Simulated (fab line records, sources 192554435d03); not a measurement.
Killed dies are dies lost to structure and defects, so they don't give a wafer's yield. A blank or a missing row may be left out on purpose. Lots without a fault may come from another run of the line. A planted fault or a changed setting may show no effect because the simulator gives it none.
Chamber matching | flow n5_finfet | N5_BEOL_M15_ETCH_61 on rie_diel-04: 4 sister chambers
The step etches BARC in N2/H2, target depth 89 nm, overetch 26.7 nm, time 67.9 s. 4 wafers are shown with their chamber, then 12 later ones without.

WAFERS WITH THEIR CHAMBER
wafer  | chamber | drypump_motor_current_A (A)
L089.4 | 1       | 5.4
L088.1 | 0       | 5.6
L088.2 | 2       | 5.2
L088.3 | 3       | 5.9

WAFERS WITHOUT THEIR CHAMBER
wafer  | drypump_motor_current_A (A)
L091.2 | 5.2
L091.3 | 5.6
L091.6 | 5.2
L090.2 | 5.9
L090.3 | 5.4
L090.6 | 5.4
L094.1 | 5.6
L094.5 | 5.3
L094.6 | 5.6
L095.1 | 5.9
L095.3 | 5.3
L095.4 | 5.2

WHICH CHAMBER EACH WENT THROUGH
wafer  | from the rows above     | in truth
L091.2 | 2                       | 2
L091.3 | 0                       | 0
L091.6 | 2                       | 2
L090.2 | 3                       | 3
L090.3 | 1                       | 1
L090.6 | 1                       | 1
L094.1 | 0                       | 0
L094.5 | can't be placed: 2 or 1 | 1
L094.6 | 0                       | 0
L095.1 | 3                       | 3
L095.3 | can't be placed: 2 or 1 | 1
L095.4 | 2                       | 2
Placed correctly: 10 of 12. Can't be placed from these rows: 2 (the true chamber is among the candidates in 2). Placed wrongly: 0.
How it was worked out, from the rows above alone: a wafer's distance from a chamber is the root of the sum, over the readings, of the square of ((its reading less the chamber's mean) divided by the reading's scatter). The wafer belongs to the nearest chamber; if the next one is less than 2 further off, it can't be placed. A chamber's mean is the mean of its shown wafers. The scatter: with one shown wafer a chamber, the root of the mean of the squares of how far each hidden wafer lies from its nearest shown one.
